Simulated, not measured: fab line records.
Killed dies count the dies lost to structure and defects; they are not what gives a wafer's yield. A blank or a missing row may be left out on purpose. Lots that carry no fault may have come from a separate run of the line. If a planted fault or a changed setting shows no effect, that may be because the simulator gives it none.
Matching of chambers | flow nand harc | pecvd-01 running NHARC_P_M2_DEP_33: 3 sister chambers
The step deposits SiCN, target thk 30 nm. 6 wafers are shown with their chamber, then 7 later ones without.

## EACH WAFER AND ITS CHAMBER
wafer  | chamber | heater power w (W)
L494.6 | 1       | 595
L495.1 | 0       | 728
L495.2 | 2       | 445
L495.3 | 1       | 609
L496.3 | 2       | 379
L496.4 | 0       | 668

## WAFERS WHOSE CHAMBER IS MISSING
wafer  | heater power w (W)
L496.5 | 630
L507.3 | 449
L507.5 | 797
L507.6 | 508
L510.1 | 568
L510.5 | 694
L510.6 | 569

## WHICH CHAMBER EACH WENT THROUGH
wafer  | from the rows above     | in truth
L496.5 | can't be placed: 1 or 0 | 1
L507.3 | 2                       | 2
L507.5 | 0                       | 0
L507.6 | can't be placed: 1 or 2 | 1
L510.1 | 1                       | 1
L510.5 | 0                       | 0
L510.6 | 1                       | 1
5 of 7 placed correctly. These rows do not allow placing 2 (true chamber among the candidates in 2). 0 placed wrongly.
How it was worked out, from the rows above alone: a wafer's distance from a chamber is the root of the sum, over the readings, of the square of ((its reading less the chamber's mean) divided by the reading's scatter). If the next closest chamber is less than 2 further off than the closest, the wafer can't be placed; otherwise it belongs to the closest. A chamber's mean is the mean of its shown wafers. The scatter: take each reading less its chamber's mean, square it, sum over the shown wafers, divide by the number of wafers less the number of chambers, and take the root.
